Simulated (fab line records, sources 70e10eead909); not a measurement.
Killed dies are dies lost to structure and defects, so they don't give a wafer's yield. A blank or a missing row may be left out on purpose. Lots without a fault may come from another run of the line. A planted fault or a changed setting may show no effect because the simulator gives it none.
Chamber matching | flow nand_harc | NHARC_A_STAIRCASE_DEP_471 on pecvd-02: 3 sister chambers
The step deposits SiO2, target thk 100 nm. 6 wafers are shown with their chamber, then 10 later ones without.

WAFERS WITH THEIR CHAMBER
wafer  | chamber | throttle_valve_pct (%) | heater_power_w (W)
L082.1 | 1       | 16.1                   | 474
L085.1 | 2       | 15.7                   | 595
L085.2 | 0       | 17.1                   | 539
L085.3 | 1       | 16.1                   | 474
L086.3 | 0       | 16.8                   | 461
L086.4 | 2       | 15.8                   | 569

WAFERS WITHOUT THEIR CHAMBER
wafer  | throttle_valve_pct (%) | heater_power_w (W)
L086.6 | 17.2                   | 466
L087.2 | 16.3                   | 495
L087.5 | 16.4                   | 490
L087.6 | 17.2                   | 541
L097.2 | 16.6                   | 481
L097.4 | 16.5                   | 468
L097.6 | 15.8                   | 390
L096.1 | 15.9                   | 446
L096.2 | 15.5                   | 532
L096.3 | 16.5                   | 504

WHICH CHAMBER EACH WENT THROUGH
wafer  | from the rows above     | in truth
L086.6 | 0                       | 0
L087.2 | 1                       | 1
L087.5 | can't be placed: 1 or 0 | 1
L087.6 | 0                       | 0
L097.2 | can't be placed: 0 or 1 | 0
L097.4 | can't be placed: 1 or 0 | 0
L097.6 | 1                       | 1
L096.1 | 1                       | 1
L096.2 | 2                       | 2
L096.3 | can't be placed: 1 or 0 | 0
Placed correctly: 6 of 10. Can't be placed from these rows: 4 (the true chamber is among the candidates in 4). Placed wrongly: 0.
How it was worked out, from the rows above alone: a wafer's distance from a chamber is the root of the sum, over the readings, of the square of ((its reading less the chamber's mean) divided by the reading's scatter). The wafer belongs to the nearest chamber; if the next one is less than 2 further off, it can't be placed. A chamber's mean is the mean of its shown wafers. The scatter: the root of (the sum of the squares of (reading less its chamber's mean) over the shown wafers, divided by (wafers less chambers)).
